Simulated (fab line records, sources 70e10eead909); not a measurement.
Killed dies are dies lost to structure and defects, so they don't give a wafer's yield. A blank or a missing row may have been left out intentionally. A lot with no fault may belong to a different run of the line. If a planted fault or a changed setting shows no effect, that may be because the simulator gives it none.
fab line records || flow nand-harc
record {"lots": 14, "wafers": 42, "last-day": 34}
route steps=1302 shown A_CONTACT@1047
lots that met no fault: from a run of the same line without faults
start-h: the number of hours between the record's first day and the start of the first shown wafer of the lot || wait-h: hours from the lot's prior step to this one || " identical to the entry in the row above || L1.1+2: several wafers, shown together as one row || - no value present, or no start provided || * or withheld: withheld || < > ~ a bound
route shown NAME@n: NAME is a module with steps in the file, n the number in the route of the first one || usual: the fault-free wafers' mean and standard deviation || same: alike in all rows || chamber/n: place in a boat || sites: the reading at each site || _std_site: the standard deviation of these || _edge_site: the outer-site mean with the inner-site mean subtracted || radius-mm: how far each site lies from the wafer's centre || mask NAME#n: copy n || behind: tool/chamber where the wafer was last shaped || hold: why the lot went on hold/how many hours it stayed there/how the hold came to an end || device: whichever transistor did not switch (one of n, p or np) || end of line: tests of these same wafers at the route's end || a step given without rows: its recipe and nothing more || killed: dies that structure and defects cost at the first sort, which is not the same as the wafer's yield || map: the dies of a wafer, with x for killed, . for not killed, _ for no die there
set.NAME: the setting the step ran with; set.NAME@STEP: the setting that earlier step ran with || model.NAME: the simulator's own value behind a step, which no gauge read
one table for each step of the route and one row for each wafer, over a sample of lots
services: from which hour (start-h, from the record's first day; less than 0 if before it) a tool's chamber was out of use, for how many hours, and why
## steps
# step NHARC_A_CONTACT_ETCH_124
# recipe {"source-w": "withheld", "pressure-mtorr": 20, "bias-v": "withheld", "time-s": 140, "target-depth-a": 7000, "ar-flow-sccm": "withheld", "c4f8-flow-sccm": "withheld", "o2-flow-sccm": "withheld", "chemistry": "C4F8/O2/Ar"}
{"lot.wafer": "L399.2", "tool": "har-cap-etch-03", "chamber": 0, "start-h": 530.91, "wait-h": "-", "rf-hours-counter-h": 39}
{"lot.wafer": "L399.1", "tool": "har-cap-etch-03", "chamber": 1, "start-h": 530.91, "wait-h": "-", "rf-hours-counter-h": 39}
{"lot.wafer": "L399.4", "tool": "har-cap-etch-03", "chamber": 1, "start-h": 530.91, "wait-h": "-", "rf-hours-counter-h": "-"}
{"lot.wafer": "L398.1", "tool": "har-cap-etch-02", "chamber": 0, "start-h": 531.57, "wait-h": "-", "rf-hours-counter-h": 88}
{"lot.wafer": "L398.3", "tool": "har-cap-etch-02", "chamber": 0, "start-h": 531.57, "wait-h": "-", "rf-hours-counter-h": "-"}
{"lot.wafer": "L398.4", "tool": "har-cap-etch-02", "chamber": 1, "start-h": 531.57, "wait-h": "-", "rf-hours-counter-h": "-"}
{"lot.wafer": "L401.1", "tool": "har-cap-etch-03", "chamber": 1, "start-h": 544.39, "wait-h": "-", "rf-hours-counter-h": 45}
{"lot.wafer": "L401.3", "tool": "har-cap-etch-03", "chamber": 1, "start-h": 544.39, "wait-h": "-", "rf-hours-counter-h": "-"}
{"lot.wafer": "L401.4", "tool": "har-cap-etch-03", "chamber": 0, "start-h": 544.39, "wait-h": "-", "rf-hours-counter-h": "-"}
{"lot.wafer": "L400.1", "tool": "har-cap-etch-02", "chamber": 0, "start-h": 546.45, "wait-h": "-", "rf-hours-counter-h": 94}
{"lot.wafer": "L400.2", "tool": "har-cap-etch-02", "chamber": 1, "start-h": 546.45, "wait-h": "-", "rf-hours-counter-h": 94}
{"lot.wafer": "L400.6", "tool": "har-cap-etch-02", "chamber": 1, "start-h": 546.45, "wait-h": "-", "rf-hours-counter-h": "-"}
{"lot.wafer": "L403.4", "tool": "har-cap-etch-01", "chamber": 1, "start-h": 572.60, "wait-h": "-", "rf-hours-counter-h": "-"}
{"lot.wafer": "L403.3", "tool": "har-cap-etch-01", "chamber": 0, "start-h": 572.60, "wait-h": "-", "rf-hours-counter-h": "-"}
{"lot.wafer": "L403.6", "tool": "har-cap-etch-01", "chamber": 0, "start-h": 572.60, "wait-h": "-", "rf-hours-counter-h": "-"}
{"lot.wafer": "L405.1", "tool": "har-cap-etch-02", "chamber": 1, "start-h": 587.30, "wait-h": "-", "rf-hours-counter-h": 103}
{"lot.wafer": "L405.2", "tool": "har-cap-etch-02", "chamber": 0, "start-h": 587.30, "wait-h": "-", "rf-hours-counter-h": 103}
{"lot.wafer": "L405.5", "tool": "har-cap-etch-02", "chamber": 0, "start-h": 587.30, "wait-h": "-", "rf-hours-counter-h": "-"}
{"lot.wafer": "L406.2", "tool": "har-cap-etch-03", "chamber": 0, "start-h": 591.46, "wait-h": "-", "rf-hours-counter-h": 55}
{"lot.wafer": "L406.3", "tool": "har-cap-etch-03", "chamber": 1, "start-h": 591.46, "wait-h": "-", "rf-hours-counter-h": "-"}
{"lot.wafer": "L406.5", "tool": "har-cap-etch-03", "chamber": 1, "start-h": 591.46, "wait-h": "-", "rf-hours-counter-h": "-"}
{"lot.wafer": "L407.1", "tool": "har-cap-etch-03", "chamber": 0, "start-h": 603.85, "wait-h": "-", "rf-hours-counter-h": 58}
{"lot.wafer": "L407.3", "tool": "har-cap-etch-03", "chamber": 0, "start-h": 603.85, "wait-h": "-", "rf-hours-counter-h": "-"}
{"lot.wafer": "L407.5", "tool": "har-cap-etch-03", "chamber": 1, "start-h": 603.85, "wait-h": "-", "rf-hours-counter-h": "-"}
{"lot.wafer": "L410.1", "tool": "har-cap-etch-02", "chamber": 0, "start-h": 613.09, "wait-h": "-", "rf-hours-counter-h": 109}
{"lot.wafer": "L410.6", "tool": "har-cap-etch-02", "chamber": 1, "start-h": 613.09, "wait-h": "-", "rf-hours-counter-h": "-"}
{"lot.wafer": "L410.5", "tool": "har-cap-etch-02", "chamber": 0, "start-h": 613.09, "wait-h": "-", "rf-hours-counter-h": "-"}
{"lot.wafer": "L409.2", "tool": "har-cap-etch-03", "chamber": 1, "start-h": 618.34, "wait-h": "-", "rf-hours-counter-h": 62}
{"lot.wafer": "L409.3", "tool": "har-cap-etch-03", "chamber": 1, "start-h": 618.34, "wait-h": "-", "rf-hours-counter-h": "-"}
{"lot.wafer": "L409.6", "tool": "har-cap-etch-03", "chamber": 0, "start-h": 618.34, "wait-h": "-", "rf-hours-counter-h": "-"}
{"lot.wafer": "L411.2", "tool": "har-cap-etch-01", "chamber": 0, "start-h": 633.87, "wait-h": "-", "rf-hours-counter-h": 24}
{"lot.wafer": "L411.1", "tool": "har-cap-etch-01", "chamber": 1, "start-h": 633.87, "wait-h": "-", "rf-hours-counter-h": 24}
{"lot.wafer": "L411.5", "tool": "har-cap-etch-01", "chamber": 0, "start-h": 633.87, "wait-h": "-", "rf-hours-counter-h": "-"}
{"lot.wafer": "L412.1", "tool": "har-cap-etch-02", "chamber": 1, "start-h": 645.76, "wait-h": "-", "rf-hours-counter-h": 116}
{"lot.wafer": "L412.2", "tool": "har-cap-etch-02", "chamber": 0, "start-h": 645.76, "wait-h": "-", "rf-hours-counter-h": 116}
{"lot.wafer": "L412.4", "tool": "har-cap-etch-02", "chamber": 1, "start-h": 645.76, "wait-h": "-", "rf-hours-counter-h": "-"}
{"lot.wafer": "L419.2", "tool": "har-cap-etch-03", "chamber": 1, "start-h": 718.80, "wait-h": "-", "rf-hours-counter-h": 80}
{"lot.wafer": "L419.1", "tool": "har-cap-etch-03", "chamber": 0, "start-h": 718.80, "wait-h": "-", "rf-hours-counter-h": 80}
{"lot.wafer": "L419.5", "tool": "har-cap-etch-03", "chamber": 1, "start-h": 718.80, "wait-h": "-", "rf-hours-counter-h": "-"}
{"lot.wafer": "L421.2", "tool": "har-cap-etch-01", "chamber": 1, "start-h": 743.70, "wait-h": "-", "rf-hours-counter-h": 44}
{"lot.wafer": "L421.3", "tool": "har-cap-etch-01", "chamber": 1, "start-h": 743.70, "wait-h": "-", "rf-hours-counter-h": "-"}
{"lot.wafer": "L421.6", "tool": "har-cap-etch-01", "chamber": 0, "start-h": 743.70, "wait-h": "-", "rf-hours-counter-h": "-"}
# step NHARC_A_CONTACT_ETCH_127
# recipe {"source-w": "withheld", "pressure-mtorr": 20, "bias-v": 3000, "time-s": 197, "target-depth-a": 19180, "ar-flow-sccm": "withheld", "c4f8-flow-sccm": "withheld", "o2-flow-sccm": "withheld", "chemistry": "C4F8/O2/Ar"}
{"lot.wafer": "L399.2", "tool": "har-cap-etch-03", "chamber": 0, "start-h": 531.46, "wait-h": 0.2, "rf-hours-counter-h": 40}
{"lot.wafer": "L399.1", "tool": "har-cap-etch-03", "chamber": 1, "start-h": 531.46, "wait-h": 0.2, "rf-hours-counter-h": 40}
{"lot.wafer": "L399.4", "tool": "har-cap-etch-03", "chamber": 1, "start-h": 531.46, "wait-h": 0.2, "rf-hours-counter-h": "-"}
{"lot.wafer": "L398.1", "tool": "har-cap-etch-02", "chamber": 0, "start-h": 532.12, "wait-h": 0.1, "rf-hours-counter-h": 89}
{"lot.wafer": "L398.3", "tool": "har-cap-etch-02", "chamber": 0, "start-h": 532.12, "wait-h": 0.1, "rf-hours-counter-h": "-"}
{"lot.wafer": "L398.4", "tool": "har-cap-etch-02", "chamber": 1, "start-h": 532.12, "wait-h": 0.1, "rf-hours-counter-h": "-"}
{"lot.wafer": "L401.1", "tool": "har-cap-etch-03", "chamber": 1, "start-h": 545.13, "wait-h": 0.2, "rf-hours-counter-h": 45}
{"lot.wafer": "L401.3", "tool": "har-cap-etch-03", "chamber": 1, "start-h": 545.13, "wait-h": 0.2, "rf-hours-counter-h": "-"}
{"lot.wafer": "L401.4", "tool": "har-cap-etch-03", "chamber": 0, "start-h": 545.13, "wait-h": 0.2, "rf-hours-counter-h": "-"}
{"lot.wafer": "L400.1", "tool": "har-cap-etch-02", "chamber": 0, "start-h": 547.00, "wait-h": 0.1, "rf-hours-counter-h": 94}
{"lot.wafer": "L400.2", "tool": "har-cap-etch-02", "chamber": 1, "start-h": 547.00, "wait-h": 0.1, "rf-hours-counter-h": 94}
{"lot.wafer": "L400.6", "tool": "har-cap-etch-02", "chamber": 1, "start-h": 547.00, "wait-h": 0.1, "rf-hours-counter-h": "-"}
{"lot.wafer": "L403.4", "tool": "har-cap-etch-01", "chamber": 1, "start-h": 573.57, "wait-h": 0.3, "rf-hours-counter-h": "-"}
{"lot.wafer": "L403.3", "tool": "har-cap-etch-01", "chamber": 0, "start-h": 573.57, "wait-h": 0.3, "rf-hours-counter-h": "-"}
{"lot.wafer": "L403.6", "tool": "har-cap-etch-01", "chamber": 0, "start-h": 573.57, "wait-h": 0.3, "rf-hours-counter-h": "-"}
{"lot.wafer": "L405.1", "tool": "har-cap-etch-02", "chamber": 1, "start-h": 587.85, "wait-h": 0.1, "rf-hours-counter-h": 104}
{"lot.wafer": "L405.2", "tool": "har-cap-etch-02", "chamber": 0, "start-h": 587.85, "wait-h": 0.1, "rf-hours-counter-h": 104}
{"lot.wafer": "L405.5", "tool": "har-cap-etch-02", "chamber": 0, "start-h": 587.85, "wait-h": 0.1, "rf-hours-counter-h": "-"}
{"lot.wafer": "L406.2", "tool": "har-cap-etch-03", "chamber": 0, "start-h": 592.01, "wait-h": 0.1, "rf-hours-counter-h": 56}
{"lot.wafer": "L406.3", "tool": "har-cap-etch-03", "chamber": 1, "start-h": 592.01, "wait-h": 0.1, "rf-hours-counter-h": "-"}
{"lot.wafer": "L406.5", "tool": "har-cap-etch-03", "chamber": 1, "start-h": 592.01, "wait-h": 0.1, "rf-hours-counter-h": "-"}
{"lot.wafer": "L407.1", "tool": "har-cap-etch-03", "chamber": 0, "start-h": 604.40, "wait-h": 0.1, "rf-hours-counter-h": 59}
{"lot.wafer": "L407.3", "tool": "har-cap-etch-03", "chamber": 0, "start-h": 604.40, "wait-h": 0.1, "rf-hours-counter-h": "-"}
{"lot.wafer": "L407.5", "tool": "har-cap-etch-03", "chamber": 1, "start-h": 604.40, "wait-h": 0.1, "rf-hours-counter-h": "-"}
{"lot.wafer": "L410.1", "tool": "har-cap-etch-02", "chamber": 0, "start-h": 613.64, "wait-h": 0.1, "rf-hours-counter-h": 109}
{"lot.wafer": "L410.6", "tool": "har-cap-etch-02", "chamber": 1, "start-h": 613.64, "wait-h": 0.1, "rf-hours-counter-h": "-"}
{"lot.wafer": "L410.5", "tool": "har-cap-etch-02", "chamber": 0, "start-h": 613.64, "wait-h": 0.1, "rf-hours-counter-h": "-"}
{"lot.wafer": "L409.2", "tool": "har-cap-etch-03", "chamber": 1, "start-h": 619.08, "wait-h": 0.2, "rf-hours-counter-h": 62}
{"lot.wafer": "L409.3", "tool": "har-cap-etch-03", "chamber": 1, "start-h": 619.08, "wait-h": 0.2, "rf-hours-counter-h": "-"}
{"lot.wafer": "L409.6", "tool": "har-cap-etch-03", "chamber": 0, "start-h": 619.08, "wait-h": 0.2, "rf-hours-counter-h": "-"}
{"lot.wafer": "L411.2", "tool": "har-cap-etch-01", "chamber": 0, "start-h": 634.42, "wait-h": 0.1, "rf-hours-counter-h": 24}
{"lot.wafer": "L411.1", "tool": "har-cap-etch-01", "chamber": 1, "start-h": 634.42, "wait-h": 0.1, "rf-hours-counter-h": 24}
{"lot.wafer": "L411.5", "tool": "har-cap-etch-01", "chamber": 0, "start-h": 634.42, "wait-h": 0.1, "rf-hours-counter-h": "-"}
{"lot.wafer": "L412.1", "tool": "har-cap-etch-02", "chamber": 1, "start-h": 646.31, "wait-h": 0.1, "rf-hours-counter-h": 117}
{"lot.wafer": "L412.2", "tool": "har-cap-etch-02", "chamber": 0, "start-h": 646.31, "wait-h": 0.1, "rf-hours-counter-h": 117}
{"lot.wafer": "L412.4", "tool": "har-cap-etch-02", "chamber": 1, "start-h": 646.31, "wait-h": 0.1, "rf-hours-counter-h": "-"}
{"lot.wafer": "L419.2", "tool": "har-cap-etch-03", "chamber": 1, "start-h": 719.36, "wait-h": 0.1, "rf-hours-counter-h": 81}
{"lot.wafer": "L419.1", "tool": "har-cap-etch-03", "chamber": 0, "start-h": 719.36, "wait-h": 0.1, "rf-hours-counter-h": 81}
{"lot.wafer": "L419.5", "tool": "har-cap-etch-03", "chamber": 1, "start-h": 719.36, "wait-h": 0.1, "rf-hours-counter-h": "-"}
{"lot.wafer": "L421.2", "tool": "har-cap-etch-01", "chamber": 1, "start-h": 744.25, "wait-h": 0.1, "rf-hours-counter-h": 45}
{"lot.wafer": "L421.3", "tool": "har-cap-etch-01", "chamber": 1, "start-h": 744.25, "wait-h": 0.1, "rf-hours-counter-h": "-"}
{"lot.wafer": "L421.6", "tool": "har-cap-etch-01", "chamber": 0, "start-h": 744.25, "wait-h": 0.1, "rf-hours-counter-h": "-"}
# step NHARC_A_CONTACT_SOFTBAKE_03
# recipe {"temp-c": 105, "time-s": 55}
# usual {"heater-power-total-W": "188.45/0.13", "plate-temp-C": "104.96/0.14"}
{"lot.wafer": "L399.1", "tool": "litho-track-06", "chamber": 0, "start-h": 537, "wait-h": "-", "heater-power-total-W": 188.68, "plate-temp-C": 105.01}
{"lot.wafer": "L399.2", "tool": "litho-track-06", "chamber": 0, "start-h": 537, "wait-h": "-", "heater-power-total-W": 188.32, "plate-temp-C": 104.96}
{"lot.wafer": "L399.4", "tool": "litho-track-06", "chamber": 0, "start-h": 537, "wait-h": "-", "heater-power-total-W": 188.24, "plate-temp-C": 105.01}
{"lot.wafer": "L398.1", "tool": "litho-track-01", "chamber": 0, "start-h": 538, "wait-h": "-", "heater-power-total-W": 188.29, "plate-temp-C": 104.86}
{"lot.wafer": "L398.3", "tool": "litho-track-01", "chamber": 0, "start-h": 538, "wait-h": "-", "heater-power-total-W": 188.37, "plate-temp-C": 104.87}
{"lot.wafer": "L398.4", "tool": "litho-track-01", "chamber": 0, "start-h": 538, "wait-h": "-", "heater-power-total-W": 188.45, "plate-temp-C": 105.07}
{"lot.wafer": "L401.1", "tool": "litho-track-01", "chamber": 0, "start-h": 553, "wait-h": "-", "heater-power-total-W": 188.55, "plate-temp-C": 105.15}
{"lot.wafer": "L401.3", "tool": "litho-track-01", "chamber": 0, "start-h": 553, "wait-h": "-", "heater-power-total-W": 188.53, "plate-temp-C": 105.06}
{"lot.wafer": "L401.4", "tool": "litho-track-01", "chamber": 0, "start-h": 553, "wait-h": "-", "heater-power-total-W": 188.68, "plate-temp-C": 105.09}
{"lot.wafer": "L400.1", "tool": "litho-track-06", "chamber": 0, "start-h": 554, "wait-h": "-", "heater-power-total-W": 188.47, "plate-temp-C": 104.92}
{"lot.wafer": "L400.2", "tool": "litho-track-06", "chamber": 0, "start-h": 554, "wait-h": "-", "heater-power-total-W": 188.78, "plate-temp-C": 105.03}
{"lot.wafer": "L400.6", "tool": "litho-track-06", "chamber": 0, "start-h": 554, "wait-h": "-", "heater-power-total-W": 188.54, "plate-temp-C": 105.08}
{"lot.wafer": "L403.3", "tool": "litho-track-04", "chamber": 0, "start-h": 581, "wait-h": "-", "heater-power-total-W": 188.27, "plate-temp-C": 104.99}
{"lot.wafer": "L403.4", "tool": "litho-track-04", "chamber": 0, "start-h": 581, "wait-h": "-", "heater-power-total-W": 188.38, "plate-temp-C": 104.87}
{"lot.wafer": "L403.6", "tool": "litho-track-04", "chamber": 0, "start-h": 581, "wait-h": "-", "heater-power-total-W": 188.43, "plate-temp-C": 104.93}
{"lot.wafer": "L405.1", "tool": "litho-track-01", "chamber": 0, "start-h": 593, "wait-h": "-", "heater-power-total-W": 188.31, "plate-temp-C": 105.09}
{"lot.wafer": "L405.2", "tool": "litho-track-01", "chamber": 0, "start-h": 593, "wait-h": "-", "heater-power-total-W": 188.41, "plate-temp-C": 105.07}
{"lot.wafer": "L405.5", "tool": "litho-track-01", "chamber": 0, "start-h": 593, "wait-h": "-", "heater-power-total-W": 188.43, "plate-temp-C": 104.92}
{"lot.wafer": "L406.2", "tool": "litho-track-04", "chamber": 0, "start-h": 598, "wait-h": "-", "heater-power-total-W": 188.65, "plate-temp-C": 105.26}
{"lot.wafer": "L406.3", "tool": "litho-track-04", "chamber": 0, "start-h": 598, "wait-h": "-", "heater-power-total-W": 188.49, "plate-temp-C": 105.20}
{"lot.wafer": "L406.5", "tool": "litho-track-04", "chamber": 0, "start-h": 598, "wait-h": "-", "heater-power-total-W": 188.44, "plate-temp-C": 105.28}
{"lot.wafer": "L407.1", "tool": "litho-track-04", "chamber": 0, "start-h": 612, "wait-h": "-", "heater-power-total-W": 188.41, "plate-temp-C": 104.99}
{"lot.wafer": "L407.3", "tool": "litho-track-04", "chamber": 0, "start-h": 612, "wait-h": "-", "heater-power-total-W": 188.42, "plate-temp-C": 105.24}
{"lot.wafer": "L407.5", "tool": "litho-track-04", "chamber": 0, "start-h": 612, "wait-h": "-", "heater-power-total-W": 188.39, "plate-temp-C": 105.14}
{"lot.wafer": "L410.1", "tool": "litho-track-04", "chamber": 0, "start-h": 621, "wait-h": "-", "heater-power-total-W": 188.47, "plate-temp-C": 105.06}
{"lot.wafer": "L410.5", "tool": "litho-track-04", "chamber": 0, "start-h": 621, "wait-h": "-", "heater-power-total-W": 188.39, "plate-temp-C": 105.00}
{"lot.wafer": "L410.6", "tool": "litho-track-04", "chamber": 0, "start-h": 621, "wait-h": "-", "heater-power-total-W": 188.36, "plate-temp-C": 105.00}
{"lot.wafer": "L409.2", "tool": "litho-track-01", "chamber": 0, "start-h": 631, "wait-h": "-", "heater-power-total-W": 188.32, "plate-temp-C": 105.00}
{"lot.wafer": "L409.3", "tool": "litho-track-01", "chamber": 0, "start-h": 631, "wait-h": "-", "heater-power-total-W": 188.49, "plate-temp-C": 105.00}
{"lot.wafer": "L409.6", "tool": "litho-track-01", "chamber": 0, "start-h": 631, "wait-h": "-", "heater-power-total-W": 188.31, "plate-temp-C": 104.87}
{"lot.wafer": "L411.1", "tool": "litho-track-01", "chamber": 0, "start-h": 641, "wait-h": "-", "heater-power-total-W": 188.32, "plate-temp-C": 105.01}
{"lot.wafer": "L411.2", "tool": "litho-track-01", "chamber": 0, "start-h": 641, "wait-h": "-", "heater-power-total-W": 188.45, "plate-temp-C": 104.88}
{"lot.wafer": "L411.5", "tool": "litho-track-01", "chamber": 0, "start-h": 641, "wait-h": "-", "heater-power-total-W": 188.38, "plate-temp-C": 104.90}
{"lot.wafer": "L412.1", "tool": "litho-track-01", "chamber": 0, "start-h": 651, "wait-h": "-", "heater-power-total-W": 188.55, "plate-temp-C": 105.01}
{"lot.wafer": "L412.2", "tool": "litho-track-01", "chamber": 0, "start-h": 651, "wait-h": "-", "heater-power-total-W": 188.35, "plate-temp-C": 104.92}
{"lot.wafer": "L412.4", "tool": "litho-track-01", "chamber": 0, "start-h": 651, "wait-h": "-", "heater-power-total-W": 188.29, "plate-temp-C": 105.01}
{"lot.wafer": "L419.1", "tool": "litho-track-04", "chamber": 0, "start-h": 727, "wait-h": "-", "heater-power-total-W": 323.27, "plate-temp-C": "-"}
{"lot.wafer": "L419.2", "tool": "litho-track-04", "chamber": 0, "start-h": 727, "wait-h": "-", "heater-power-total-W": 322.92, "plate-temp-C": "-"}
{"lot.wafer": "L419.5", "tool": "litho-track-04", "chamber": 0, "start-h": 727, "wait-h": "-", "heater-power-total-W": 323.06, "plate-temp-C": "-"}
{"lot.wafer": "L421.2", "tool": "litho-track-04", "chamber": 0, "start-h": 749, "wait-h": "-", "heater-power-total-W": 323.03, "plate-temp-C": "-"}
{"lot.wafer": "L421.3", "tool": "litho-track-04", "chamber": 0, "start-h": 749, "wait-h": "-", "heater-power-total-W": 322.95, "plate-temp-C": "-"}
{"lot.wafer": "L421.6", "tool": "litho-track-04", "chamber": 0, "start-h": 749, "wait-h": "-", "heater-power-total-W": 323.65, "plate-temp-C": "-"}
# step NHARC_A_CONTACT_OVL_MEAS_09
# usual {"overlay-x-nm": "0.0/0.73", "overlay-y-nm": "-0.2/0.73"}
{"lot.wafer": "L399.1", "tool": "overlay-01", "chamber": "-", "start-h": 538.27, "wait-h": "-", "overlay-x-nm": -0.3, "overlay-y-nm": -0.2}
{"lot.wafer": "L399.2", "tool": "overlay-01", "chamber": "-", "start-h": 538.27, "wait-h": "-", "overlay-x-nm": 0.3, "overlay-y-nm": -0.8}
{"lot.wafer": "L399.4", "tool": "overlay-01", "chamber": "-", "start-h": 538.27, "wait-h": "-", "overlay-x-nm": 0.2, "overlay-y-nm": -1.0}
{"lot.wafer": "L398.1", "tool": "overlay-02", "chamber": "-", "start-h": 539.42, "wait-h": "-", "overlay-x-nm": -0.4, "overlay-y-nm": -2.0}
{"lot.wafer": "L398.3", "tool": "overlay-02", "chamber": "-", "start-h": 539.42, "wait-h": "-", "overlay-x-nm": -0.3, "overlay-y-nm": -1.4}
{"lot.wafer": "L398.4", "tool": "overlay-02", "chamber": "-", "start-h": 539.42, "wait-h": "-", "overlay-x-nm": -0.7, "overlay-y-nm": -1.6}
{"lot.wafer": "L401.1", "tool": "overlay-01", "chamber": "-", "start-h": 553.72, "wait-h": "-", "overlay-x-nm": 1.4, "overlay-y-nm": -1.0}
{"lot.wafer": "L401.3", "tool": "overlay-01", "chamber": "-", "start-h": 553.72, "wait-h": "-", "overlay-x-nm": 1.1, "overlay-y-nm": -0.2}
{"lot.wafer": "L401.4", "tool": "overlay-01", "chamber": "-", "start-h": 553.72, "wait-h": "-", "overlay-x-nm": 1.6, "overlay-y-nm": -0.4}
{"lot.wafer": "L400.1", "tool": "overlay-01", "chamber": "-", "start-h": 554.66, "wait-h": "-", "overlay-x-nm": -0.1, "overlay-y-nm": -1.0}
{"lot.wafer": "L400.2", "tool": "overlay-01", "chamber": "-", "start-h": 554.66, "wait-h": "-", "overlay-x-nm": 0.2, "overlay-y-nm": -0.4}
{"lot.wafer": "L400.6", "tool": "overlay-01", "chamber": "-", "start-h": 554.66, "wait-h": "-", "overlay-x-nm": 0.2, "overlay-y-nm": -0.4}
{"lot.wafer": "L403.3", "tool": "overlay-02", "chamber": "-", "start-h": 581.74, "wait-h": "-", "overlay-x-nm": 0.9, "overlay-y-nm": -1.4}
{"lot.wafer": "L403.4", "tool": "overlay-02", "chamber": "-", "start-h": 581.74, "wait-h": "-", "overlay-x-nm": 1.3, "overlay-y-nm": -1.3}
{"lot.wafer": "L403.6", "tool": "overlay-02", "chamber": "-", "start-h": 581.74, "wait-h": "-", "overlay-x-nm": 0.7, "overlay-y-nm": -1.3}
{"lot.wafer": "L405.1", "tool": "overlay-02", "chamber": "-", "start-h": 594.30, "wait-h": "-", "overlay-x-nm": -0.4, "overlay-y-nm": -1.0}
{"lot.wafer": "L405.2", "tool": "overlay-02", "chamber": "-", "start-h": 594.30, "wait-h": "-", "overlay-x-nm": -0.4, "overlay-y-nm": -0.8}
{"lot.wafer": "L405.5", "tool": "overlay-02", "chamber": "-", "start-h": 594.30, "wait-h": "-", "overlay-x-nm": -0.9, "overlay-y-nm": -0.6}
{"lot.wafer": "L406.2", "tool": "overlay-01", "chamber": "-", "start-h": 598.61, "wait-h": "-", "overlay-x-nm": 0.4, "overlay-y-nm": -0.1}
{"lot.wafer": "L406.3", "tool": "overlay-01", "chamber": "-", "start-h": 598.61, "wait-h": "-", "overlay-x-nm": 0.6, "overlay-y-nm": -0.1}
{"lot.wafer": "L406.5", "tool": "overlay-01", "chamber": "-", "start-h": 598.61, "wait-h": "-", "overlay-x-nm": 0.7, "overlay-y-nm": 0.0}
{"lot.wafer": "L407.1", "tool": "overlay-02", "chamber": "-", "start-h": 612.90, "wait-h": "-", "overlay-x-nm": 0.6, "overlay-y-nm": 0.2}
{"lot.wafer": "L407.3", "tool": "overlay-02", "chamber": "-", "start-h": 612.90, "wait-h": "-", "overlay-x-nm": -0.1, "overlay-y-nm": 0.2}
{"lot.wafer": "L407.5", "tool": "overlay-02", "chamber": "-", "start-h": 612.90, "wait-h": "-", "overlay-x-nm": 0.8, "overlay-y-nm": 0.8}
{"lot.wafer": "L410.1", "tool": "overlay-01", "chamber": "-", "start-h": 622.35, "wait-h": "-", "overlay-x-nm": 0.7, "overlay-y-nm": -0.4}
{"lot.wafer": "L410.5", "tool": "overlay-01", "chamber": "-", "start-h": 622.35, "wait-h": "-", "overlay-x-nm": 1.2, "overlay-y-nm": -0.9}
{"lot.wafer": "L410.6", "tool": "overlay-01", "chamber": "-", "start-h": 622.35, "wait-h": "-", "overlay-x-nm": 0.9, "overlay-y-nm": -0.8}
{"lot.wafer": "L409.2", "tool": "overlay-02", "chamber": "-", "start-h": 631.57, "wait-h": "-", "overlay-x-nm": -0.1, "overlay-y-nm": 1.1}
{"lot.wafer": "L409.3", "tool": "overlay-02", "chamber": "-", "start-h": 631.57, "wait-h": "-", "overlay-x-nm": -0.8, "overlay-y-nm": 1.0}
{"lot.wafer": "L409.6", "tool": "overlay-02", "chamber": "-", "start-h": 631.57, "wait-h": "-", "overlay-x-nm": -0.6, "overlay-y-nm": 1.0}
{"lot.wafer": "L411.1", "tool": "overlay-02", "chamber": "-", "start-h": 642.51, "wait-h": "-", "overlay-x-nm": -0.3, "overlay-y-nm": 0.5}
{"lot.wafer": "L411.2", "tool": "overlay-02", "chamber": "-", "start-h": 642.51, "wait-h": "-", "overlay-x-nm": -0.7, "overlay-y-nm": 0.2}
{"lot.wafer": "L411.5", "tool": "overlay-02", "chamber": "-", "start-h": 642.51, "wait-h": "-", "overlay-x-nm": 0.1, "overlay-y-nm": 0.0}
{"lot.wafer": "L412.1", "tool": "overlay-02", "chamber": "-", "start-h": 652.24, "wait-h": "-", "overlay-x-nm": 0.2, "overlay-y-nm": 0.1}
{"lot.wafer": "L412.2", "tool": "overlay-02", "chamber": "-", "start-h": 652.24, "wait-h": "-", "overlay-x-nm": 0.8, "overlay-y-nm": -0.5}
{"lot.wafer": "L412.4", "tool": "overlay-02", "chamber": "-", "start-h": 652.24, "wait-h": "-", "overlay-x-nm": 0.8, "overlay-y-nm": -0.3}
{"lot.wafer": "L419.1", "tool": "overlay-01", "chamber": "-", "start-h": 727.63, "wait-h": "-", "overlay-x-nm": -0.1, "overlay-y-nm": 0.4}
{"lot.wafer": "L419.2", "tool": "overlay-01", "chamber": "-", "start-h": 727.63, "wait-h": "-", "overlay-x-nm": -0.1, "overlay-y-nm": -0.1}
{"lot.wafer": "L419.5", "tool": "overlay-01", "chamber": "-", "start-h": 727.63, "wait-h": "-", "overlay-x-nm": -0.5, "overlay-y-nm": 0.3}
{"lot.wafer": "L421.2", "tool": "overlay-02", "chamber": "-", "start-h": 750.03, "wait-h": "-", "overlay-x-nm": -1.0, "overlay-y-nm": 0.5}
{"lot.wafer": "L421.3", "tool": "overlay-02", "chamber": "-", "start-h": 750.03, "wait-h": "-", "overlay-x-nm": -0.7, "overlay-y-nm": 0.0}
{"lot.wafer": "L421.6", "tool": "overlay-02", "chamber": "-", "start-h": 750.03, "wait-h": "-", "overlay-x-nm": -1.3, "overlay-y-nm": 0.2}
## services
{"tool": "har-cap-etch-01", "chamber": 0, "start-h": 515.15, "hours": "-", "kind": "clean"}
{"tool": "har-cap-etch-01", "chamber": 1, "start-h": 515.15, "hours": "-", "kind": "clean"}
{"tool": "litho-track-06", "chamber": "-", "start-h": 529.00, "hours": 7.0, "kind": "pm"}
{"tool": "litho-track-04", "chamber": "-", "start-h": 553.00, "hours": 7.0, "kind": "pm"}
{"tool": "litho-track-01", "chamber": "-", "start-h": 680.01, "hours": 7.0, "kind": "pm"}
{"tool": "litho-track-06", "chamber": "-", "start-h": 704.00, "hours": 7.0, "kind": "pm"}
{"tool": "litho-track-04", "chamber": "-", "start-h": 728.00, "hours": 7.0, "kind": "pm"}
## key
first-sign {"step": "NHARC_A_CONTACT_SOFTBAKE_03", "reading": "heater-power-total-W", "direction": "up", "sigmas": "99+", "usual": "*", "struck": "*"}
effect none on later readings
met-at NHARC_A_CONTACT_SOFTBAKE_03
struck-lots L419,L421
tester-left-out L419,L421
not-acting-at NHARC_A_CONTACT_ETCH_124,NHARC_A_CONTACT_ETCH_127,NHARC_A_CONTACT_OVL_MEAS_09
onset-between 621 727
fault {"kind": "process-parameter-drift", "tool": "litho-track-04", "chamber": "-", "onset-h": 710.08, "steps": "NHARC_A_CONTACT_SOFTBAKE_03", "channel": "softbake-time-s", "offset": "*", "shape": "step", "end-h": 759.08, "acts-in": "*", "stated": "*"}
# tester-left-out: of these lots the tester's yield and bins aren't shown, on N5 and GAA mostly nor the transistor test; their killed dies are dies lost to structure and defects alone, not to doping, threshold or leakage, so they don't give the yield
